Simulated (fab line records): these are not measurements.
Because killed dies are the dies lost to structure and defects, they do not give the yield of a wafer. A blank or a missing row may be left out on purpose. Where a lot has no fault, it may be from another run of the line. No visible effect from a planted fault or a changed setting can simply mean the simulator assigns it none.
fab line records :: flow nand_harc
record
  lots=6
  wafers=18
  last_day=25
route steps=1159 shown THIN_TSV@1139
lots untouched by any fault: they come from a run of this same line in which no faults occurred
start_h: hours from the record's opening day to when the first of the lot's shown wafers began :: wait_h: hours from the lot's prior step to this one :: " repeats the value in the row above :: L1.1+2: a row that stands for several wafers :: - no value, or no start was given :: * or withheld: withheld :: < > ~ a bound
route shown NAME@n: a module of which the file shows steps, and the number in the route of the first :: usual: mean/standard deviation of fault-free wafers :: same: alike in all rows :: chamber/n: place in a boat :: sites: per-site readings :: _std_site: the standard deviation of these :: _edge_site: outer sites' mean less inner sites' :: radius_mm: how far each site lies from the wafer's centre :: mask NAME#n: copy n :: behind: the most recent tool/chamber to have shaped the wafer :: hold: why the lot went on hold/how many hours it stayed there/how the hold came to an end :: device: transistor that didn't switch, given as n, p or np :: end of line: the tests these same wafers got at the end of their route :: for a step that has no rows: nothing shown but its recipe :: killed: count of dies lost to structure and defects at first sort (not the wafer's yield) :: map: a wafer's dies, marking killed ones x, the rest . and places with no die _
set.NAME: setting as actually run; set.NAME@STEP: the setting as run at that earlier step :: model.NAME: the simulator's own value behind a step, which no gauge read
lots at some steps of the route; a table a step, a row a wafer
services: from which hour (start_h, from the record's first day; less than 0 if before it) a tool's chamber was out of use, for how many hours, and why
## steps
# step NHARC_THIN_TSV_PVD_24
# recipe
  target_thk_a=8000
  power_w=withheld
  chamber_pressure_pa=withheld
  substrate_temp_c=withheld
  time_s=withheld
  gas=Ar
  material=Al
# step NHARC_THIN_TSV_DEHYDRATE_25
# recipe
  temp_c=150
  time_s=120
# step NHARC_THIN_TSV_HMDS_26
# recipe
  time_s=30
# step NHARC_THIN_TSV_COAT_27
# recipe
  spin_rpm=*
# step NHARC_THIN_TSV_SOFTBAKE_28
# recipe
  temp_c=122
  time_s=95
# step NHARC_THIN_TSV_EBR_29
# step NHARC_THIN_TSV_EXPOSE_30
# recipe
  na=0.55
  dose_mj=11.47
  mask_id=PAD
# step NHARC_THIN_TSV_PEB_31
# recipe
  peb_temp_c=118
  peb_time_s=85
# step NHARC_THIN_TSV_DEVELOP_32
# recipe
  time_s=70
# step NHARC_THIN_TSV_CD_MEAS_33
# recipe
  target_cd_nm=5000
  landing_energy_ev=500
# usual
  cd_nm=5000.2/1.2
lot.wafer: L283.1
tool: cd_sem-01
chamber: 0
start_h: 432.77
wait_h: -
cd_nm: 5000.5

lot.wafer: L283.3
tool: cd_sem-01
chamber: 0
start_h: 432.77
wait_h: -
cd_nm: 4999.7

lot.wafer: L283.5
tool: cd_sem-01
chamber: 0
start_h: 432.77
wait_h: -
cd_nm: 4999.4

lot.wafer: L288.4
tool: cd_sem-02
chamber: 0
start_h: 454.61
wait_h: -
cd_nm: 5000.5

lot.wafer: L288.5
tool: cd_sem-02
chamber: 0
start_h: 454.61
wait_h: -
cd_nm: 4999.6

lot.wafer: L288.6
tool: cd_sem-02
chamber: 0
start_h: 454.61
wait_h: -
cd_nm: 4999.2

lot.wafer: L296.1
tool: cd_sem-02
chamber: 0
start_h: 526.97
wait_h: -
cd_nm: 5000.2

lot.wafer: L296.2
tool: cd_sem-02
chamber: 0
start_h: 526.97
wait_h: -
cd_nm: 5002.0

lot.wafer: L296.6
tool: cd_sem-02
chamber: 0
start_h: 526.97
wait_h: -
cd_nm: 5001.0

lot.wafer: L298.2
tool: cd_sem-03
chamber: 0
start_h: 540.03
wait_h: -
cd_nm: 4997.1

lot.wafer: L298.4
tool: cd_sem-03
chamber: 0
start_h: 540.03
wait_h: -
cd_nm: 4999.9

lot.wafer: L298.5
tool: cd_sem-03
chamber: 0
start_h: 540.03
wait_h: -
cd_nm: 4999.8

lot.wafer: L301.1
tool: cd_sem-03
chamber: 0
start_h: 547.33
wait_h: -
cd_nm: 5000.2

lot.wafer: L301.5
tool: cd_sem-03
chamber: 0
start_h: 547.33
wait_h: -
cd_nm: 5002.6

lot.wafer: L301.6
tool: cd_sem-03
chamber: 0
start_h: 547.33
wait_h: -
cd_nm: 5002.1

lot.wafer: L304.1
tool: cd_sem-01
chamber: 0
start_h: 582.16
wait_h: -
cd_nm: 4997.4

lot.wafer: L304.2
tool: cd_sem-01
chamber: 0
start_h: 582.16
wait_h: -
cd_nm: 4998.4

lot.wafer: L304.6
tool: cd_sem-01
chamber: 0
start_h: 582.16
wait_h: -
cd_nm: 4998.8
# step NHARC_THIN_TSV_HARDBAKE_34
# recipe
  temp_c=125
  time_s=80
# step NHARC_THIN_TSV_DESCUM_35
# recipe
  time_s=3
  o2_flow_sccm=200
  ar_flow_sccm=0
  bias_power_w=0
  chemistry=O2
# usual
  drypump_motor_current_A=5.8/0.51
  oes_product_au=1.000/0.008
  rf_vpp_V=57.8/0.82
  showerhead_plenum_p_Torr=1.90/0.085
  throttle_valve_pct=11.310/0.0094
# same
  bias_power_w=0
lot.wafer: L283.3
tool: rie_diel-12
chamber: 2
start_h: 432.94
wait_h: -
drypump_motor_current_A: 6.4
oes_product_au: 0.979
rf_hours_counter_h: 3
rf_vpp_V: 58.7
showerhead_plenum_p_Torr: 2.00
throttle_valve_pct: 11.318

lot.wafer: L283.1
tool: rie_diel-12
chamber: 3
start_h: 432.94
wait_h: -
drypump_motor_current_A: 6.4
oes_product_au: 0.991
rf_hours_counter_h: 4
rf_vpp_V: 56.2
showerhead_plenum_p_Torr: 1.96
throttle_valve_pct: 11.308

lot.wafer: L283.5
tool: rie_diel-12
chamber: 2
start_h: 432.94
wait_h: -
drypump_motor_current_A: 6.4
oes_product_au: 0.994
rf_hours_counter_h: -
rf_vpp_V: 58.7
showerhead_plenum_p_Torr: 2.00
throttle_valve_pct: 11.308

lot.wafer: L288.4
tool: rie_diel-12
chamber: 1
start_h: 454.80
wait_h: -
drypump_motor_current_A: 5.4
oes_product_au: 0.999
rf_hours_counter_h: 5
rf_vpp_V: 57.2
showerhead_plenum_p_Torr: 1.83
throttle_valve_pct: 11.297

lot.wafer: L288.6
tool: rie_diel-12
chamber: 2
start_h: 454.80
wait_h: -
drypump_motor_current_A: 6.4
oes_product_au: 1.004
rf_hours_counter_h: -
rf_vpp_V: 58.7
showerhead_plenum_p_Torr: 2.00
throttle_valve_pct: 11.303

lot.wafer: L288.5
tool: rie_diel-12
chamber: 3
start_h: 454.80
wait_h: -
drypump_motor_current_A: 6.4
oes_product_au: 0.995
rf_hours_counter_h: -
rf_vpp_V: 57.9
showerhead_plenum_p_Torr: 1.96
throttle_valve_pct: 11.304

lot.wafer: L296.2
tool: rie_diel-05
chamber: 1
start_h: 527.16
wait_h: -
drypump_motor_current_A: 5.1
oes_product_au: 1.021
rf_hours_counter_h: 0
rf_vpp_V: 58.0
showerhead_plenum_p_Torr: 1.79
throttle_valve_pct: 11.318

lot.wafer: L296.1
tool: rie_diel-05
chamber: 2
start_h: 527.16
wait_h: -
drypump_motor_current_A: 6.0
oes_product_au: 1.014
rf_hours_counter_h: 0
rf_vpp_V: 57.8
showerhead_plenum_p_Torr: 1.91
throttle_valve_pct: 11.313

lot.wafer: L296.6
tool: rie_diel-05
chamber: 0
start_h: 527.16
wait_h: -
drypump_motor_current_A: 5.8
oes_product_au: 1.004
rf_hours_counter_h: -
rf_vpp_V: 57.0
showerhead_plenum_p_Torr: 1.85
throttle_valve_pct: 11.317

lot.wafer: L298.2
tool: rie_diel-05
chamber: 0
start_h: 540.21
wait_h: -
drypump_motor_current_A: 5.8
oes_product_au: 0.988
rf_hours_counter_h: 1
rf_vpp_V: 58.3
showerhead_plenum_p_Torr: 1.85
throttle_valve_pct: 11.293

lot.wafer: L298.4
tool: rie_diel-05
chamber: 1
start_h: 540.21
wait_h: -
drypump_motor_current_A: 5.1
oes_product_au: 1.002
rf_hours_counter_h: 2
rf_vpp_V: 56.8
showerhead_plenum_p_Torr: 1.79
throttle_valve_pct: 11.307

lot.wafer: L298.5
tool: rie_diel-05
chamber: 0
start_h: 540.21
wait_h: -
drypump_motor_current_A: 5.8
oes_product_au: 1.005
rf_hours_counter_h: -
rf_vpp_V: 59.8
showerhead_plenum_p_Torr: 1.85
throttle_valve_pct: 11.309

lot.wafer: L301.1
tool: rie_diel-05
chamber: 2
start_h: 547.52
wait_h: -
drypump_motor_current_A: 6.0
oes_product_au: 1.008
rf_hours_counter_h: 2
rf_vpp_V: 58.7
showerhead_plenum_p_Torr: 1.91
throttle_valve_pct: 11.305

lot.wafer: L301.5
tool: rie_diel-05
chamber: 0
start_h: 547.52
wait_h: -
drypump_motor_current_A: 5.8
oes_product_au: 0.991
rf_hours_counter_h: -
rf_vpp_V: 58.0
showerhead_plenum_p_Torr: 1.85
throttle_valve_pct: 11.308

lot.wafer: L301.6
tool: rie_diel-05
chamber: 1
start_h: 547.52
wait_h: -
drypump_motor_current_A: 5.1
oes_product_au: 0.987
rf_hours_counter_h: -
rf_vpp_V: 57.4
showerhead_plenum_p_Torr: 1.79
throttle_valve_pct: 11.302

lot.wafer: L304.1
tool: rie_diel-05
chamber: 3
start_h: 582.34
wait_h: -
drypump_motor_current_A: 5.6
oes_product_au: 0.996
rf_hours_counter_h: 5
rf_vpp_V: 59.1
showerhead_plenum_p_Torr: 2.05
throttle_valve_pct: 11.296

lot.wafer: L304.2
tool: rie_diel-05
chamber: 0
start_h: 582.34
wait_h: -
drypump_motor_current_A: 5.8
oes_product_au: 0.996
rf_hours_counter_h: 4
rf_vpp_V: 57.5
showerhead_plenum_p_Torr: 1.84
throttle_valve_pct: 11.304

lot.wafer: L304.6
tool: rie_diel-05
chamber: 1
start_h: 582.34
wait_h: -
drypump_motor_current_A: 5.1
oes_product_au: 0.995
rf_hours_counter_h: -
rf_vpp_V: 56.9
showerhead_plenum_p_Torr: 1.79
throttle_valve_pct: 11.311
# step NHARC_THIN_TSV_ETCH_59
# recipe
  target_depth_a=8800
  icp_w=900
  bias_w=100
  Cl2_flow_sccm=60
  bcl3_flow_sccm=30
  time_s=138.1
  chemistry=Cl2/BCl3
# usual
  drypump_motor_current_A=5.8/0.56
  he_backside_leak_sccm=3.38/0.23
  oes_product_au=1.000/0.0063
  throttle_valve_pct=22.264/0.0092
lot.wafer: L283.1
tool: rie_metal-03
chamber: 1
start_h: 433.06
wait_h: 0.1
drypump_motor_current_A: 5.4
he_backside_leak_sccm: 3.60
oes_product_au: 1.003
rf_hours_counter_h: 4.2
throttle_valve_pct: 22.272

lot.wafer: L283.3
tool: rie_metal-03
chamber: 0
start_h: 433.06
wait_h: 0.1
drypump_motor_current_A: 6.5
he_backside_leak_sccm: 3.08
oes_product_au: 0.998
rf_hours_counter_h: -
throttle_valve_pct: 22.270

lot.wafer: L283.5
tool: rie_metal-03
chamber: 0
start_h: 433.06
wait_h: 0.1
drypump_motor_current_A: 6.6
he_backside_leak_sccm: 3.16
oes_product_au: 0.999
rf_hours_counter_h: -
throttle_valve_pct: 22.260

lot.wafer: L288.4
tool: rie_metal-01
chamber: 0
start_h: 455.00
wait_h: 0.2
drypump_motor_current_A: 6.4
he_backside_leak_sccm: 3.18
oes_product_au: 0.999
rf_hours_counter_h: -
throttle_valve_pct: 22.265

lot.wafer: L288.6
tool: rie_metal-01
chamber: 1
start_h: 455.00
wait_h: 0.2
drypump_motor_current_A: 5.5
he_backside_leak_sccm: 3.40
oes_product_au: 0.998
rf_hours_counter_h: -
throttle_valve_pct: 22.262

lot.wafer: L288.5
tool: rie_metal-01
chamber: 0
start_h: 455.00
wait_h: 0.2
drypump_motor_current_A: 6.4
he_backside_leak_sccm: 3.17
oes_product_au: 0.992
rf_hours_counter_h: -
throttle_valve_pct: 22.255

lot.wafer: L296.2
tool: rie_metal-03
chamber: 1
start_h: 527.26
wait_h: 0.1
drypump_motor_current_A: 5.3
he_backside_leak_sccm: 3.78
oes_product_au: 0.951
rf_hours_counter_h: 2.0
throttle_valve_pct: 22.261

lot.wafer: L296.1
tool: rie_metal-03
chamber: 0
start_h: 527.26
wait_h: 0.1
drypump_motor_current_A: 6.5
he_backside_leak_sccm: 3.08
oes_product_au: 1.000
rf_hours_counter_h: 2.0
throttle_valve_pct: 22.266

lot.wafer: L296.6
tool: rie_metal-03
chamber: 1
start_h: 527.26
wait_h: 0.1
drypump_motor_current_A: 5.4
he_backside_leak_sccm: 3.63
oes_product_au: 0.998
rf_hours_counter_h: -
throttle_valve_pct: 22.271

lot.wafer: L298.2
tool: rie_metal-03
chamber: 0
start_h: 540.33
wait_h: 0.1
drypump_motor_current_A: 6.6
he_backside_leak_sccm: 3.04
oes_product_au: 0.961
rf_hours_counter_h: 2.2
throttle_valve_pct: 22.251

lot.wafer: L298.4
tool: rie_metal-03
chamber: 0
start_h: 540.33
wait_h: 0.1
drypump_motor_current_A: 6.5
he_backside_leak_sccm: 3.12
oes_product_au: 0.996
rf_hours_counter_h: -
throttle_valve_pct: 22.268

lot.wafer: L298.5
tool: rie_metal-03
chamber: 1
start_h: 540.33
wait_h: 0.1
drypump_motor_current_A: 5.3
he_backside_leak_sccm: 3.62
oes_product_au: 0.953
rf_hours_counter_h: -
throttle_valve_pct: 22.261

lot.wafer: L301.1
tool: rie_metal-02
chamber: 0
start_h: 547.66
wait_h: 0.1
drypump_motor_current_A: 5.0
he_backside_leak_sccm: 3.47
oes_product_au: 0.986
rf_hours_counter_h: 4.4
throttle_valve_pct: 22.262

lot.wafer: L301.6
tool: rie_metal-02
chamber: 1
start_h: 547.66
wait_h: 0.1
drypump_motor_current_A: 5.8
he_backside_leak_sccm: 3.42
oes_product_au: 0.997
rf_hours_counter_h: -
throttle_valve_pct: 22.259

lot.wafer: L301.5
tool: rie_metal-02
chamber: 0
start_h: 547.66
wait_h: 0.1
drypump_motor_current_A: 5.0
he_backside_leak_sccm: 3.80
oes_product_au: 0.996
rf_hours_counter_h: -
throttle_valve_pct: 22.257

lot.wafer: L304.2
tool: rie_metal-01
chamber: 0
start_h: 582.44
wait_h: 0.1
drypump_motor_current_A: 6.5
he_backside_leak_sccm: 3.15
oes_product_au: 1.003
rf_hours_counter_h: 1.8
throttle_valve_pct: 22.258

lot.wafer: L304.1
tool: rie_metal-01
chamber: 1
start_h: 582.44
wait_h: 0.1
drypump_motor_current_A: 5.5
he_backside_leak_sccm: 3.40
oes_product_au: 1.003
rf_hours_counter_h: 1.8
throttle_valve_pct: 22.260

lot.wafer: L304.6
tool: rie_metal-01
chamber: 1
start_h: 582.44
wait_h: 0.1
drypump_motor_current_A: 5.5
he_backside_leak_sccm: 3.21
oes_product_au: 1.009
rf_hours_counter_h: -
throttle_valve_pct: 22.271
# step NHARC_THIN_TSV_ETCH_36
# recipe
  target_depth_a=650
  over_etch_frac=0.3
  time_s=18.571
  ion_energy_ev=150
  chemistry=Cl2/BCl3
# usual
  drypump_motor_current_A=5.8/0.57
  he_backside_leak_sccm=3.4/0.34
  oes_product_au=1.001/0.008
lot.wafer: L283.1
tool: rie_metal-03
chamber: 0
start_h: 433.32
wait_h: 0.2
drypump_motor_current_A: 6.5
he_backside_leak_sccm: 3.2
oes_product_au: 1.011
rf_hours_counter_h: 4.4

lot.wafer: L283.3
tool: rie_metal-03
chamber: 1
start_h: 433.32
wait_h: 0.2
drypump_motor_current_A: 5.4
he_backside_leak_sccm: 3.5
oes_product_au: 1.005
rf_hours_counter_h: -

lot.wafer: L283.5
tool: rie_metal-03
chamber: 1
start_h: 433.32
wait_h: 0.2
drypump_motor_current_A: 5.3
he_backside_leak_sccm: 3.6
oes_product_au: 0.999
rf_hours_counter_h: -

lot.wafer: L288.4
tool: rie_metal-01
chamber: 0
start_h: 455.16
wait_h: 0.1
drypump_motor_current_A: 6.4
he_backside_leak_sccm: 3.1
oes_product_au: 0.997
rf_hours_counter_h: -

lot.wafer: L288.5
tool: rie_metal-01
chamber: 0
start_h: 455.16
wait_h: 0.1
drypump_motor_current_A: 6.4
he_backside_leak_sccm: 3.2
oes_product_au: 1.000
rf_hours_counter_h: -

lot.wafer: L288.6
tool: rie_metal-01
chamber: 1
start_h: 455.16
wait_h: 0.1
drypump_motor_current_A: 5.5
he_backside_leak_sccm: 3.5
oes_product_au: 0.995
rf_hours_counter_h: -

lot.wafer: L296.1
tool: rie_metal-03
chamber: 1
start_h: 527.52
wait_h: 0.2
drypump_motor_current_A: 5.4
he_backside_leak_sccm: 3.7
oes_product_au: 1.001
rf_hours_counter_h: 2.1

lot.wafer: L296.2
tool: rie_metal-03
chamber: 0
start_h: 527.52
wait_h: 0.2
drypump_motor_current_A: 6.5
he_backside_leak_sccm: 2.9
oes_product_au: 1.000
rf_hours_counter_h: 2.1

lot.wafer: L296.6
tool: rie_metal-03
chamber: 1
start_h: 527.52
wait_h: 0.2
drypump_motor_current_A: 5.3
he_backside_leak_sccm: 3.6
oes_product_au: 1.004
rf_hours_counter_h: -

lot.wafer: L298.2
tool: rie_metal-03
chamber: 0
start_h: 540.59
wait_h: 0.2
drypump_motor_current_A: 6.5
he_backside_leak_sccm: 3.3
oes_product_au: 0.994
rf_hours_counter_h: 2.3

lot.wafer: L298.4
tool: rie_metal-03
chamber: 0
start_h: 540.59
wait_h: 0.2
drypump_motor_current_A: 6.6
he_backside_leak_sccm: 3.1
oes_product_au: 0.996
rf_hours_counter_h: -

lot.wafer: L298.5
tool: rie_metal-03
chamber: 0
start_h: 540.59
wait_h: 0.2
drypump_motor_current_A: 6.6
he_backside_leak_sccm: 3.1
oes_product_au: 1.008
rf_hours_counter_h: -

lot.wafer: L301.1
tool: rie_metal-02
chamber: 1
start_h: 547.89
wait_h: 0.2
drypump_motor_current_A: 5.8
he_backside_leak_sccm: 3.3
oes_product_au: 0.998
rf_hours_counter_h: 4.1

lot.wafer: L301.5
tool: rie_metal-02
chamber: 0
start_h: 547.89
wait_h: 0.2
drypump_motor_current_A: 5.0
he_backside_leak_sccm: 3.7
oes_product_au: 1.004
rf_hours_counter_h: -

lot.wafer: L301.6
tool: rie_metal-02
chamber: 1
start_h: 547.89
wait_h: 0.2
drypump_motor_current_A: 5.7
he_backside_leak_sccm: 3.3
oes_product_au: 1.008
rf_hours_counter_h: -

lot.wafer: L304.1
tool: rie_metal-01
chamber: 0
start_h: 582.70
wait_h: 0.2
drypump_motor_current_A: 6.4
he_backside_leak_sccm: 3.1
oes_product_au: 1.003
rf_hours_counter_h: 2.0

lot.wafer: L304.2
tool: rie_metal-01
chamber: 1
start_h: 582.70
wait_h: 0.2
drypump_motor_current_A: 5.5
he_backside_leak_sccm: 3.4
oes_product_au: 1.003
rf_hours_counter_h: 2.0

lot.wafer: L304.6
tool: rie_metal-01
chamber: 0
start_h: 582.70
wait_h: 0.2
drypump_motor_current_A: 6.5
he_backside_leak_sccm: 3.1
oes_product_au: 1.000
rf_hours_counter_h: -
## services
tool: rie_diel-05
chamber: 0
start_h: 423.10
hours: -
kind: clean

tool: rie_diel-05
chamber: 1
start_h: 423.10
hours: -
kind: clean

tool: rie_diel-05
chamber: 2
start_h: 423.10
hours: -
kind: clean

tool: rie_diel-05
chamber: 3
start_h: 423.10
hours: -
kind: clean

tool: rie_diel-05
chamber: -
start_h: 433.74
hours: 21.9
kind: repair

tool: rie_metal-03
chamber: -
start_h: 453.00
hours: 9.0
kind: pm

tool: rie_metal-03
chamber: 0
start_h: 453.00
hours: 9.0
kind: vent_cycle

tool: rie_metal-03
chamber: 1
start_h: 453.00
hours: 9.0
kind: vent_cycle

tool: rie_metal-03
chamber: 0
start_h: 462.00
hours: -
kind: clean

tool: rie_metal-03
chamber: 1
start_h: 462.00
hours: -
kind: clean

tool: rie_diel-12
chamber: 2
start_h: 462.04
hours: 9.5
kind: repair

tool: rie_metal-02
chamber: 0
start_h: 463.38
hours: 11.6
kind: repair

tool: rie_diel-05
chamber: 3
start_h: 467.74
hours: 11.9
kind: repair

tool: rie_diel-12
chamber: 0
start_h: 471.20
hours: 8.2
kind: repair

tool: rie_diel-05
chamber: 0
start_h: 471.60
hours: -
kind: clean

tool: rie_diel-05
chamber: 1
start_h: 471.60
hours: -
kind: clean

tool: rie_diel-05
chamber: 2
start_h: 471.60
hours: -
kind: clean

tool: rie_metal-02
chamber: 1
start_h: 481.82
hours: 20.4
kind: repair

tool: rie_diel-05
chamber: -
start_h: 505.84
hours: 0.2
kind: repair

tool: rie_metal-01
chamber: -
start_h: 509.00
hours: 9.0
kind: pm

tool: rie_diel-05
chamber: -
start_h: 517.60
hours: 9.0
kind: pm

tool: rie_diel-05
chamber: 3
start_h: 542.78
hours: 1.8
kind: repair

tool: rie_diel-12
chamber: -
start_h: 556.40
hours: 9.0
kind: pm

tool: rie_metal-02
chamber: -
start_h: 565.00
hours: 9.0
kind: pm
## key
first_sign
  step=NHARC_THIN_TSV_ETCH_59
  reading=oes_product_au
  direction=down
  sigmas=7.1
  usual=1.000
  struck=0.955
effect none on later readings
met_at NHARC_THIN_TSV_ETCH_59
struck_wafers L296.2,L298.2,L298.5
sort_left_out L296.2,L298.2,L298.5
onset_between 433.06 527.26
fault
  kind=process_parameter_drift
  tool=rie_metal-03
  chamber=-
  onset_h=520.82
  steps=NHARC_THIN_TSV_ETCH_59
  channel=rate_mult
  offset=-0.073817
  shape=step
  end_h=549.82
  scope=struck_wafers_only
# sort_left_out: the simulated sort isn't trusted on such a fault, so these wafers' sort isn't shown, and their yield isn't known
